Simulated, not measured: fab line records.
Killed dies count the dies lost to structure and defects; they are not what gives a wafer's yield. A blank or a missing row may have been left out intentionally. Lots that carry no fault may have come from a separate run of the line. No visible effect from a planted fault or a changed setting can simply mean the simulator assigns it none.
Which tool did it?	flow n5Finfet	Sampling: 24 lots, 72 wafers, 6 of 1938 route steps

## WHAT EACH GAUGE READ, for each wafer
N5_BEOL_M6_THK_MEAS_53: measures by xrf. Usual: for M6_THK the level is 80.0 nm and the standard deviation is 2.
lot	measured	on	M6_THK (nm)	flag
L074	day 8 18:08	filmMetro-02	79.6 82.2 81.1	
L075	day 9 00:40	filmMetro-01	82.9 83.6 81.1	
L077	day 9 10:55	filmMetro-02	84.3 83.2 80.9	
L076	day 9 12:43	filmMetro-01	81.0 79.9 81.7	
L078	day 9 19:58	filmMetro-02	79.9 80.6 82.1	
L079	day 10 06:24	filmMetro-01	80.5 81.4 79.8	
L080	day 10 10:18	filmMetro-01	79.0 78.6 77.5	
L081	day 10 14:19	filmMetro-01	78.5 77.3 78.0	
L082	day 10 19:25	filmMetro-01	82.5 77.0 80.2	
L083	day 10 20:26	filmMetro-01	76.7 78.2 77.5	
L084	day 11 17:47	filmMetro-01	80.0 79.8 82.7	
L085	day 11 17:59	filmMetro-01	79.5 79.6 83.0	
L086	day 11 21:16	filmMetro-02	81.5 81.8 80.9	
L087	day 12 15:38	filmMetro-01	82.0 79.7 80.2	
L088	day 12 16:21	filmMetro-01	78.4 76.9 80.2	
L089	day 12 21:08	filmMetro-01	81.2 80.8 79.4	
L090	day 13 02:24	filmMetro-01	80.1 79.1 80.9	
L091	day 13 02:49	filmMetro-02	78.4 78.3 78.0	
L092	day 13 07:47	filmMetro-01	76.3 77.9 80.9	
L093	day 13 19:29	filmMetro-01	81.3 80.8 78.7	
L094	day 14 01:28	filmMetro-02	83.0 80.9 83.1	
L096	day 14 06:09	filmMetro-01	76.3 76.2 79.3	
L095	day 14 11:08	filmMetro-02	77.3 81.6 77.9	
L097	day 14 15:52	filmMetro-01	78.3 76.8 80.2	

N5_BEOL_M7_OVL_MEAS_12. Usual: for M7_OVL the level is 0.2 nm and the standard deviation is 0.79.
lot	measured	on	M7_OVL (nm)	flag
L074	day 8 19:34	overlay-01	-0.7 -1.3 -0.5	
L075	day 9 02:43	overlay-01	0.9 0.2 -0.4	
L077	day 9 12:59	overlay-01	0.0 -0.2 -0.5	
L076	day 9 15:43	overlay-01	0.7 1.7 1.0	
L078	day 9 23:52	overlay-02	-1.2 -1.2 -0.5	
L079	day 10 09:52	overlay-01	-0.1 0.5 -0.4	
L080	day 10 13:55	overlay-01	1.7 1.4 0.9	
L081	day 10 17:07	overlay-01	-0.4 -0.1 -0.1	
L082	day 10 22:26	overlay-02	0.3 0.1 1.2	
L083	day 10 22:37	overlay-02	-0.9 -2.0 -0.3	
L084	day 11 19:52	overlay-01	1.2 1.2 1.3	
L085	day 11 20:02	overlay-01	-1.0 -0.2 0.4	
L086	day 11 23:32	overlay-01	-1.5 -0.5 -0.7	
L087	day 12 17:50	overlay-02	0.6 0.3 0.5	
L088	day 12 18:17	overlay-02	0.7 0.3 0.8	
L089	day 12 22:59	overlay-02	0.8 1.2 1.0	
L090	day 13 06:01	overlay-01	-0.3 -0.4 -0.9	
L091	day 13 06:31	overlay-02	0.5 -0.2 0.1	
L092	day 13 10:59	overlay-02	-0.9 -0.2 -0.4	
L093	day 13 23:31	overlay-02	0.0 0.8 1.2	
L094	day 14 03:50	overlay-02	1.0 0.0 -0.2	
L096	day 14 08:16	overlay-02	-0.9 0.0 -0.7	
L095	day 14 13:01	overlay-01	0.9 0.9 1.8	
L097	day 14 19:24	overlay-01	0.4 0.5 0.1	

N5_BEOL_M7_OCD_MEAS_38. Usual: trenchDepthNm at 93.1 nm, with a standard deviation of 1.4.
lot	measured	on	trenchDepthNm (nm)	flag
L074	day 8 23:30	ocd-01	92.5 92.8 92.5	
L075	day 9 04:05	ocd-01	93.0 92.8 91.7	
L077	day 9 15:47	ocd-02	92.3 92.9 93.3	
L076	day 9 17:16	ocd-01	95.0 93.7 94.3	
L078	day 10 01:17	ocd-01	95.7 93.0 95.0	
L079	day 10 13:09	ocd-01	94.2 93.9 91.3	
L080	day 10 17:55	ocd-01	92.5 92.8 95.9	
L081	day 10 18:30	ocd-02	93.3 91.9 93.7	
L082	day 11 00:41	ocd-01	92.4 95.9 92.0	
L083	day 11 01:05	ocd-01	93.4 94.1 92.5	
L084	day 11 23:31	ocd-02	92.6 90.7 90.7	
L085	day 11 23:14	ocd-02	91.1 93.5 91.9	
L086	day 12 02:37	ocd-01	93.7 94.1 93.7	
L087	day 13 00:20	ocd-02	92.1 92.1 95.6	
L088	day 13 01:10	ocd-01	96.0 93.3 95.0	
L089	day 13 01:35	ocd-02	92.9 94.6 94.9	
L090	day 13 07:33	ocd-01	95.8 94.3 92.7	
L091	day 13 08:31	ocd-02	91.8 92.9 91.0	
L092	day 13 15:25	ocd-02	92.2 92.0 92.2	
L093	day 14 00:55	ocd-02	93.7 95.4 93.8	
L094	day 14 06:58	ocd-02	95.4 94.3 93.9	
L096	day 14 12:15	ocd-01	90.8 93.5 91.9	
L095	day 14 15:50	ocd-02	96.1 95.2 95.2	
L097	day 14 22:20	ocd-02	92.6 94.5 95.2	

## WHAT TOOL EACH LOT RAN ON (gives the tool, then ch and the chambers of the sampled wafers, and finally the start)
lot	N5_BEOL_M6_STRIP_80	N5_BEOL_M7_HM_OPEN_17	N5_BEOL_M7_STRIP_80
L074	rieDiel-03 ch 2,3, day 8 18:08 or earlier	rieMetal-01 ch 0, day 8 19:57	rieDiel-04 ch 0,2,3, day 8 23:30 or earlier
L075	rieDiel-02 ch 0,1,3, day 9 00:40 or earlier	rieMetal-02 ch 0,1, day 9 03:03	rieDiel-01 ch 0,1,3, day 9 04:05 or earlier
L077	rieDiel-02 ch 1,2,3, day 9 10:55 or earlier	rieMetal-02 ch 0,1, day 9 13:19	rieDiel-01 ch 0,1, day 9 15:47 or earlier
L076	rieDiel-02 ch 0,2,3, day 9 12:43 or earlier	rieMetal-03 ch 0,1, day 9 16:04	rieDiel-04 ch 0,2,3, day 9 17:16 or earlier
L078	rieDiel-02 ch 1,3, day 9 19:58 or earlier	rieMetal-03 ch 0,1, day 10 00:12	rieDiel-05 ch 2,3, day 10 01:17 or earlier
L079	rieDiel-03 ch 0,3, day 10 06:24 or earlier	rieMetal-03 ch 0,1, day 10 10:17	rieDiel-05 ch 1,2,3, day 10 13:09 or earlier
L080	rieDiel-02 ch 0,2, day 10 10:18 or earlier	rieMetal-03 ch 1, day 10 14:16	rieDiel-05 ch 1,2,3, day 10 17:55 or earlier
L081	rieDiel-03 ch 2,3, day 10 14:19 or earlier	rieMetal-02 ch 0,1, day 10 17:29	rieDiel-01 ch 0,3, day 10 18:30 or earlier
L082	rieDiel-03 ch 1,3, day 10 19:25 or earlier	rieMetal-01 ch 0,1, day 10 22:47	rieDiel-05 ch 0,2,3, day 11 00:41 or earlier
L083	rieDiel-06 ch 1,2,3, day 10 20:26 or earlier	rieMetal-03 ch 1, day 10 23:05	rieDiel-04 ch 0,3, day 11 01:05 or earlier
L084	rieDiel-03 ch 0,2,3, day 11 17:47 or earlier	rieMetal-03 ch 0,1, day 11 20:13	rieDiel-05 ch 0,1, day 11 23:31 or earlier
L085	rieDiel-02 ch 0,1, day 11 17:59 or earlier	rieMetal-01 ch 0,1, day 11 20:31	rieDiel-01 ch 0,1,2, day 11 23:14 or earlier
L086	rieDiel-02 ch 0,1,2, day 11 21:16 or earlier	rieMetal-03 ch 0,1, day 11 23:52	rieDiel-01 ch 0,3, day 12 02:37 or earlier
L087	rieDiel-02 ch 0,1,3, day 12 15:38 or earlier	rieMetal-02 ch 0, day 12 18:10	rieDiel-05 ch 0,2,3, day 13 00:20 or earlier
L088	rieDiel-06 ch 2,3, day 12 16:21 or earlier	rieMetal-02 ch 0, day 12 18:38	rieDiel-05 ch 1,2, day 13 01:10 or earlier
L089	rieDiel-02 ch 0,1,2, day 12 21:08 or earlier	rieMetal-02 ch 0, day 12 23:19	rieDiel-04 ch 1,2, day 13 01:35 or earlier
L090	rieDiel-02 ch 1,2,3, day 13 02:24 or earlier	rieMetal-03 ch 0,1, day 13 06:20	rieDiel-05 ch 0,1,2, day 13 07:33 or earlier
L091	rieDiel-06 ch 0,1,3, day 13 02:49 or earlier	rieMetal-03 ch 0,1, day 13 07:08	rieDiel-01 ch 0,1,3, day 13 08:31 or earlier
L092	rieDiel-03 ch 0,2,3, day 13 07:47 or earlier	rieMetal-02 ch 1, day 13 11:20	rieDiel-01 ch 1,3, day 13 15:25 or earlier
L093	rieDiel-02 ch 2,3, day 13 19:29 or earlier	rieMetal-01 ch 0,1, day 13 23:51	rieDiel-04 ch 1,2,3, day 14 00:55 or earlier
L094	rieDiel-03 ch 0,1, day 14 01:28 or earlier	rieMetal-01 ch 0,1, day 14 04:12	rieDiel-04 ch 0,1,2, day 14 06:58 or earlier
L096	rieDiel-06 ch 1,2,3, day 14 06:09 or earlier	rieMetal-03 ch 0,1, day 14 08:35	rieDiel-05 ch 1,2,3, day 14 12:15 or earlier
L095	rieDiel-03 ch 1,2, day 14 11:08 or earlier	rieMetal-03 ch 0,1, day 14 13:24	rieDiel-05 ch 1,2, day 14 15:50 or earlier
L097	rieDiel-02 ch 0,1,3, day 14 15:52 or earlier	rieMetal-01 ch 0,1, day 14 20:08	rieDiel-05 ch 0,2,3, day 14 22:20 or earlier
- N5_BEOL_M6_STRIP_80: strips in N2/H2, time 10 s.
- N5_BEOL_M7_HM_OPEN_17: chemistry Cl2/BCl3, target TiN, target depth 20 nm, overetch 6 nm.
- N5_BEOL_M7_STRIP_80: strips in N2/H2, time 10 s.

## AS READ BY THE TOOLS THEMSELVES (means over the sampled wafers that have a number; for cases with no such wafer, the mark the record gives instead)
N5_BEOL_M6_STRIP_80. Usual: chamberPressureMTorr 20.000 mTorr, standard deviation 0.017; drypumpMotorCurrentA 5.6 A, standard deviation 0.43; oesProductAu 0.81 a.u., standard deviation 0.079; rfVppV 59.1 V, standard deviation 0.77; showerheadPlenumPTorr 2.55 Torr, standard deviation 0.077; throttleValvePct 23.78 %, standard deviation 0.23.
lot	tool	chamberPressureMTorr (mTorr)	drypumpMotorCurrentA (A)	oesProductAu (a.u.)	rfVppV (V)	showerheadPlenumPTorr (Torr)	throttleValvePct (%)	flag
L074	rieDiel-03	20.003	5.7	0.80	59.4	2.63	23.83	
L075	rieDiel-02	20.006	5.5	0.83	59.2	2.54	23.72	
L077	rieDiel-02	19.993	5.6	0.81	59.1	2.53	23.76	
L076	rieDiel-02	19.998	5.4	0.86	58.4	2.51	23.72	
L078	rieDiel-02	20.018	5.8	0.77	59.1	2.56	23.77	
L079	rieDiel-03	20.003	5.9	0.78	59.1	2.51	23.60	
L080	rieDiel-02	19.981	5.6	0.86	58.6	2.47	23.74	
L081	rieDiel-03	19.992	5.7	0.78	59.3	2.62	23.86	
L082	rieDiel-03	20.012	6.2	0.73	58.6	2.52	24.08	
L083	rieDiel-06	19.995	5.2	0.81	59.1	2.60	23.74	
L084	rieDiel-03	20.007	5.7	0.85	59.6	2.64	23.62	
L085	rieDiel-02	20.005	5.5	0.83	58.8	2.50	23.71	
L086	rieDiel-02	19.999	5.7	0.82	59.2	2.50	23.76	
L087	rieDiel-02	20.012	5.5	0.79	59.8	2.53	23.76	
L088	rieDiel-06	19.997	5.2	0.87	58.9	2.61	23.54	
L089	rieDiel-02	20.004	5.7	0.80	58.1	2.49	23.77	
L090	rieDiel-02	20.003	5.7	0.77	59.4	2.52	23.81	
L091	rieDiel-06	19.998	5.3	0.74	59.4	2.53	23.78	
L092	rieDiel-03	19.999	5.7	0.83	59.5	2.63	23.65	
L093	rieDiel-02	20.004	5.3	0.79	59.4	2.52	23.81	
L094	rieDiel-03	19.997	5.9	0.92	59.0	2.56	23.89	
L096	rieDiel-06	19.993	5.2	0.79	58.4	2.59	23.77	
L095	rieDiel-03	19.999	5.7	0.78	59.0	2.58	24.09	
L097	rieDiel-02	19.982	5.5	0.77	58.6	2.52	23.79	

N5_BEOL_M7_HM_OPEN_17. Usual: chamberPressureMTorr 10.000 mTorr, standard deviation 0.014; drypumpMotorCurrentA 5.9 A, standard deviation 0.34; oesProductAu 0.68 a.u., standard deviation 0.088; throttleValvePct 22.1 %, standard deviation 0.33.
lot	tool	chamberPressureMTorr (mTorr)	drypumpMotorCurrentA (A)	oesProductAu (a.u.)	throttleValvePct (%)	flag
L074	rieMetal-01	9.995	5.7	0.68	21.8	
L075	rieMetal-02	9.995	5.5	0.64	21.9	
L077	rieMetal-02	10.001	5.5	0.64	21.9	
L076	rieMetal-03	10.004	6.2	0.57	22.6	
L078	rieMetal-03	10.002	6.2	0.57	22.6	
L079	rieMetal-03	10.010	6.2	0.61	22.5	
L080	rieMetal-03	9.989	6.1	0.67	22.3	
L081	rieMetal-02	10.001	5.6	0.57	21.9	
L082	rieMetal-01	10.001	5.9	0.72	21.8	
L083	rieMetal-03	9.999	6.1	0.67	22.3	
L084	rieMetal-03	10.008	6.2	0.79	22.4	
L085	rieMetal-01	10.004	5.9	0.72	21.8	
L086	rieMetal-03	9.962	6.2	0.72	22.4	
L087	rieMetal-02	9.998	5.4	0.67	21.8	
L088	rieMetal-02	10.010	5.4	0.67	21.8	
L089	rieMetal-02	9.994	5.4	0.66	21.8	
L090	rieMetal-03	9.998	6.2	0.76	22.4	
L091	rieMetal-03	9.988	6.2	0.75	22.4	
L092	rieMetal-02	10.000	5.7	0.86	21.5	
L093	rieMetal-01	9.989	5.9	0.69	21.8	
L094	rieMetal-01	10.006	6.1	0.73	21.8	
L096	rieMetal-03	9.993	6.2	0.74	22.4	
L095	rieMetal-03	9.999	6.2	0.70	22.4	
L097	rieMetal-01	10.001	6.0	0.73	21.8	

N5_BEOL_M7_STRIP_80. Usual: chamberPressureMTorr 19.998 mTorr, standard deviation 0.018; drypumpMotorCurrentA 5.7 A, standard deviation 0.37; oesProductAu 0.77 a.u., standard deviation 0.087; rfVppV 59.1 V, standard deviation 0.88; showerheadPlenumPTorr 2.52 Torr, standard deviation 0.1; throttleValvePct 23.62 %, standard deviation 0.26.
lot	tool	chamberPressureMTorr (mTorr)	drypumpMotorCurrentA (A)	oesProductAu (a.u.)	rfVppV (V)	showerheadPlenumPTorr (Torr)	throttleValvePct (%)	flag
L074	rieDiel-04	20.002	5.9	0.81	58.6	2.57	23.67	
L075	rieDiel-01	20.000	5.5	0.81	60.0	2.58	23.66	
L077	rieDiel-01	19.993	5.4	0.89	58.5	2.58	23.58	
L076	rieDiel-04	20.002	5.8	0.80	58.8	2.57	23.69	
L078	rieDiel-05	19.991	5.6	0.83	59.7	2.54	23.39	
L079	rieDiel-05	19.998	5.6	0.79	58.4	2.45	23.50	
L080	rieDiel-05	20.009	5.6	0.79	59.6	2.45	23.51	
L081	rieDiel-01	19.999	5.4	0.86	59.2	2.60	23.47	
L082	rieDiel-05	19.992	5.7	0.76	59.3	2.47	23.53	
L083	rieDiel-04	19.982	6.2	0.81	59.6	2.60	23.93	
L084	rieDiel-05	19.990	5.9	0.71	59.1	2.37	23.74	
L085	rieDiel-01	20.009	5.5	0.77	59.2	2.58	23.80	
L086	rieDiel-01	20.014	5.4	0.77	59.0	2.60	23.56	
L087	rieDiel-05	19.989	5.7	0.74	59.2	2.47	23.55	
L088	rieDiel-05	20.002	5.6	0.82	59.6	2.50	23.47	
L089	rieDiel-04	19.993	5.9	0.72	59.7	2.53	23.27	
L090	rieDiel-05	19.987	5.8	0.76	58.7	2.44	23.61	
L091	rieDiel-01	19.995	5.5	0.76	60.0	2.57	23.70	
L092	rieDiel-01	19.995	5.6	0.68	59.5	2.55	23.90	
L093	rieDiel-04	19.977	5.8	0.75	59.1	2.50	23.41	
L094	rieDiel-04	20.000	6.2	0.73	59.5	2.56	23.51	
L096	rieDiel-05	19.988	5.6	0.76	59.5	2.44	23.55	
L095	rieDiel-05	20.010	5.6	0.80	59.3	2.50	23.49	
L097	rieDiel-05	20.002	5.7	0.83	59.0	2.57	23.39	

## THE ANSWER, worked out from the rows above alone
Rule: take the mean of a lot's wafers that have a number; if it is more than 3 standard deviations from the usual mean, the lot is off. A lot without any number at a reading at which 4 lots or more have one is off too. All remaining lots with rows at the step are treated as sound. First the gauges in route order, then the tools' own readings, where a lot's mean is used as printed above. At the first step where some lot is off, the reading lying furthest off is the one used; lots without a number count as furthest.
None of the lots is off at any reading shown; this tells nothing.

## WHAT THE SIMULATOR HAD PUT IN
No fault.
